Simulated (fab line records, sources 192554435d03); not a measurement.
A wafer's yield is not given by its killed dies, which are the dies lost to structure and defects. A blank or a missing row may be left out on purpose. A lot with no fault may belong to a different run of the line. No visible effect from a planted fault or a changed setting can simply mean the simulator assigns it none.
Split-lot trial | flow n5Finfet | 21 wafers read from 7 lots, route of 1938 steps

== ON THE SPLIT ==
At N5_BEOL_M7_DESCUM_33 (chemistry O2, time 7 s), the setting timeS was moved away from the recipe's 7 s on 6 of the 21 wafers read, by -19.4% to +8.7%. The other wafers ran this setting at the recipe's value.

== FROM THE SPLIT ON TO THE READING: in between, the file shows 1 step ==
- N5_BEOL_M7_ETCH_72: etches underlayer in N2/H2, target depth 6.5 nm, time 5.2 s

== THE READING ==
CAR-EUV_of_BEOL_M7_COAT_22.thkNm (the simulator's own value, which no gauge read), in nm, at N5_BEOL_M7_ETCH_65 (etches SiARC in CF4, target depth 15.6 nm, time 26 s). There is no usual value for it anywhere in the file. The 15 wafers here that ran the recipe average 11.2 nm, standard deviation 0.08 nm.

wafer  | tool, chamber at the split | timeS as run, s | against the recipe | CAR-EUV_of_BEOL_M7_COAT_22.thkNm, nm | against lot-mates on the recipe
L076.3 | rieDiel-06, 0              | 7               | recipe             | 11.2                                 | -
L076.4 | rieDiel-06, 2              | 7               | recipe             | 11                                   | -
L076.5 | rieDiel-06, 1              | 7.423           | +6.0%              | 10.8                                 | -0.3
L077.1 | rieDiel-03, 3,0            | 7               | recipe             | 11.2                                 | -
L077.3 | rieDiel-03, 3,0            | 7               | recipe             | 11.2                                 | -
L077.4 | rieDiel-03, 2              | 7               | recipe             | 11.2                                 | -
L078.1 | rieDiel-03, 3              | 7.61            | +8.7%              | 10.8                                 | -0.3
L078.4 | rieDiel-03, 0,3            | 7               | recipe             | 11.2                                 | -
L078.6 | rieDiel-03, 0,3            | 7               | recipe             | 11                                   | -
L079.1 | rieDiel-01, 0,2            | 7               | recipe             | 11.2                                 | -
L079.2 | rieDiel-01, 3              | 7               | recipe             | 11.2                                 | -
L079.3 | rieDiel-01, 0,2            | 7               | recipe             | 11.2                                 | -
L083.3 | rieDiel-03, 1              | 7               | recipe             | 11.2                                 | -
L083.5 | rieDiel-03, 1              | 7               | recipe             | 11.2                                 | -
L083.6 | rieDiel-03, 2              | 7               | recipe             | 11.2                                 | -
L085.1 | rieDiel-03, 2              | 7               | recipe             | 11.2                                 | -
L085.3 | rieDiel-03, 0              | 5.644           | -19.4%             | 12                                   | +0.8
L085.4 | rieDiel-03, 1              | 5.644           | -19.4%             | 11.8                                 | +0.6
L092.2 | rieDiel-06, 0              | 7               | recipe             | 11                                   | -
L092.4 | rieDiel-06, 2              | 6.406           | -8.5%              | 11.4                                 | +0.4
L092.5 | rieDiel-06, 3              | 6.406           | -8.5%              | 11.4                                 | +0.4
The file does not say which wafer passed through which chamber wherever a row lists several chambers: such a row stands for several wafers.

THE FIT
A straight line over all 21 wafers: CAR-EUV_of_BEOL_M7_COAT_22.thkNm changes by -0.0384 nm for each +1% of timeS; r = -0.95; the points scatter about the line by 0.087 nm.
The same after taking each lot's own level away (the mean of its wafers on the recipe; 21 wafers): -0.038 nm for each +1%; r = -0.97; scatter 0.065 nm.
On that fit, the largest move of timeS shifts the reading by 0.74 nm.
Across the lots, their own levels run from 11.00 to 11.20 nm, a range of 2.5 times the standard deviation given above.
Hence the lot-to-lot level has little effect on the slope; both slopes agree.
Check: +0.701 nm against its lot-mates is what the line predicts for one of the wafers moved furthest among these (-19.4%) when that wafer is left out of the fit. It came out at +0.8 nm against them.

== THE WHOLE CHAIN: every reading that the file lists as answering this split, in the file's order ==
step                 | what it does                                                | reading                                                                           | change (the file's fit)                | r (the file's)
N5_BEOL_M7_DESCUM_33 | chemistry O2, time 7 s                                      | CAR-EUV_of_BEOL_M7_COAT_22.thkNm (the simulator's own value, which no gauge read) | -0.039 nm for each +1% of the setting  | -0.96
N5_BEOL_M7_ETCH_72   | etches underlayer in N2/H2, target depth 6.5 nm, time 5.2 s | CAR-EUV_of_BEOL_M7_COAT_22.thkNm (the simulator's own value, which no gauge read) | -0.0367 nm for each +1% of the setting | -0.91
N5_BEOL_M7_ETCH_65   | etches SiARC in CF4, target depth 15.6 nm, time 26 s        | CAR-EUV_of_BEOL_M7_COAT_22.thkNm (the simulator's own value, which no gauge read) | -0.0382 nm for each +1% of the setting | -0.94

== THE FILE'S OWN FIT ==
CAR-EUV_of_BEOL_M7_COAT_22.thkNm changes by -0.0382 nm for each +1% of timeS, r = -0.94.
